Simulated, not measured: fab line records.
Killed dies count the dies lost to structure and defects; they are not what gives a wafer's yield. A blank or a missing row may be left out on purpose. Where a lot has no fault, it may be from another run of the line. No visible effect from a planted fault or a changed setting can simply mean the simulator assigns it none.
Struck lot and sound lot, side by side / flow n5 finfet / 19 out of 1938 route steps
Sound: the wafers L151.1, L151.5, L151.6. Struck: wafer L157.4 (left out: L157.1, a lot-mate that was not struck); the cause follows at the end.
For every step that has rows: the tool of each side, followed by ch and its chambers, followed by its first start. Under that, the readings that differ: sound wafers / struck wafers / difference of the means / sigmas: that difference in standard deviations of wafers without a fault.
alike: a reading whose means differ by less than 2 such deviations, as well as words and numbers matching on both sides. not compared: withheld readings; readings where some wafer has no value; bounds like >300 that might hide an equal value; numbers whose values overlap and for which the record gives no deviation.
Wherever a step has rows on one side only, a row that says differs or no value, or a row with sigmas, the two part there. Numbers that don't overlap but have no deviation are shown without sigmas and don't part them. Lack of a reading on every wafer of one side parts them only where that side has two or more wafers.

first, 1 step without rows for these wafers: N5_SDB_STRIP_19 (strips in N2/H2).
N5_SDB_STRIP_21: strips in CF4.
  sound on rie diel-02 ch 1,2, day 3 18:18; struck on rie diel-01 ch 2, day 5 12:16
reading=drypump motor current A (A); sound=6.1 6.1 6.5; struck=5.0; difference=-1.2; sigmas=-3
reading=throttle valve pct (%); sound=13.34 13.31 13.63; struck=13.93; difference=+0.50; sigmas=+2
  alike: oes product au, rf vpp V, showerhead plenum p Torr
  not compared: rf hours counter h
N5_SDB_HM_OPEN_20: chemistry CH3F/O2, target SiNx, stops on poly-Si, target depth 24 nm.
  sound on rie diel-02 ch 1,2, day 3 18:19; struck on rie diel-01 ch 2, day 5 12:17
reading=drypump motor current A (A); sound=6.1 6.1 6.5; struck=5.1; difference=-1.1; sigmas=-2
reading=throttle valve pct (%); sound=16.15 16.13 16.34; struck=16.68; difference=+0.47; sigmas=+2
  alike: oes product au, rf vpp V, showerhead plenum p Torr
  not compared: rf hours counter h
then, 3 steps without rows for these wafers: N5_SDB_STRIP_22 (strips in N2/H2); N5_SDB_PRECLEAN_23 (cleans in dHF, time 30 s); N5_SDB_DUMMY_REMOVE_24 (chemistry TMAH, target poly-Si, stops on SiO2, target depth 142 nm, time 57 s, rinse time 30 s).
N5_SDB_ETCH_25: etches SiO2 in C4F6/O2, target depth 10 nm, time 3.3 s.
  sound on rie diel-02 ch 0,2,3, day 3 18:38; struck on rie diel-06 ch 2, day 5 12:35
  alike: drypump motor current A, oes product au, rf vpp V, showerhead plenum p Torr, throttle valve pct
  not compared: rf hours counter h
N5_SDB_CUT_ETCH_26: etches Si in HBr/Cl2/O2, target depth 129.6 nm, bt time 20 s, time 51.8 s.
  sound on rie si-06 ch 0,1, day 3 18:43; struck on rie si-06 ch 0, day 5 12:40
  alike: drypump motor current A, oes product au, throttle valve pct
  not compared: rf hours counter h
then, 4 steps without rows for these wafers: N5_SDB_PRECLEAN_38 (cleans in dHF, time 10 s); N5_SDB_PRECLEAN_39 (cleans in O3/DIW, time 45 s); N5_SDB_SRD_28 (time 30 s); N5_SDB_ALD_29 (deposits SiNx, target thk 30 nm, pulse time 1 s, ald cycles 600).
N5_SDB_CMP_30: polishes, stops on poly-Si, t overpolish 1.54 s, target thk 30 nm.
  sound on cmp-02 ch 0,1,3, day 3 21:50; struck on cmp-04 ch 1, day 5 15:35
reading=time to endpoint s (s); sound=17.7 15.6 15.2; struck=31.0; difference=+14.8; sigmas=+6
reading=model.a-Si_of_DUMMY_GATE_CVD_03.thk nm (nm); sound=65 64 64; struck=67; difference=+3; sigmas=
  alike: motor current A, overpolish run s
N5_SDB_THK_MEAS_31:
  sound on film metro-01 at day 3 22:01; struck on film metro-02 at day 5 15:53
reading=SDB_THK (nm); sound=65.0 64.1 64.0; struck=67.0; difference=+2.6; sigmas=+3
N5_SDB_INSPECT_36: inspects for defects (darkfield).
  sound on defect inspect-02 at day 3 22:03; struck on defect inspect-01 at day 5 15:54
  alike: raw defect count
N5_DUMMY_REMOVAL_HM_STRIP_01: strips SiNx in CH3F/O2, stops on poly-Si, target depth 4 nm, time 6.8 s.
  sound on rie diel-05 ch 0,2,3, day 3 22:09; struck on rie diel-04 ch 1, day 5 15:56
reading=model.a-Si_of_DUMMY_GATE_CVD_03.thk nm (nm); sound=65 64 64; struck=67; difference=+3; sigmas=
  alike: drypump motor current A, oes product au, rf vpp V, showerhead plenum p Torr, throttle valve pct
  not compared: rf hours counter h
N5_DUMMY_REMOVAL_STRIP_10: strips in N2/H2, time 40 s.
  sound on rie diel-05 ch 0,2,3, day 3 22:11; struck on rie diel-04 ch 1, day 5 15:58
  alike: drypump motor current A, oes product au, rf vpp V, showerhead plenum p Torr, throttle valve pct
  not compared: rf hours counter h
-- record jumps: 4 days separate the struck wafers' starts on either side; left off in module DUMMY_REMOVAL, taken up again in module BEOL_M4, whose first shown step is the route's number 1111 --
N5_BEOL_M4_RC_MEAS_101:
  sound on prober-02 ch 0, day 7 23:03; struck on prober-01 ch 0, day 9 20:49
  alike: DIBL_N, DIBL_P, IOFF_N, IOFF_P, ION_N, ION_P, SS_N, SS_P, VT_N, VT_P
after that, 1 step had no rows for these wafers: N5_PASSIVATION_PROBE_49.

## WHERE THEY PART
First at N5_SDB_STRIP_21; last, within this record, at N5_SDB_THK_MEAS_31. Later steps at which nothing parts them and some readings are alike: N5_SDB_INSPECT_36, N5_DUMMY_REMOVAL_HM_STRIP_01, N5_DUMMY_REMOVAL_STRIP_10, N5_BEOL_M4_RC_MEAS_101.

WHY: what had been put in by the simulator
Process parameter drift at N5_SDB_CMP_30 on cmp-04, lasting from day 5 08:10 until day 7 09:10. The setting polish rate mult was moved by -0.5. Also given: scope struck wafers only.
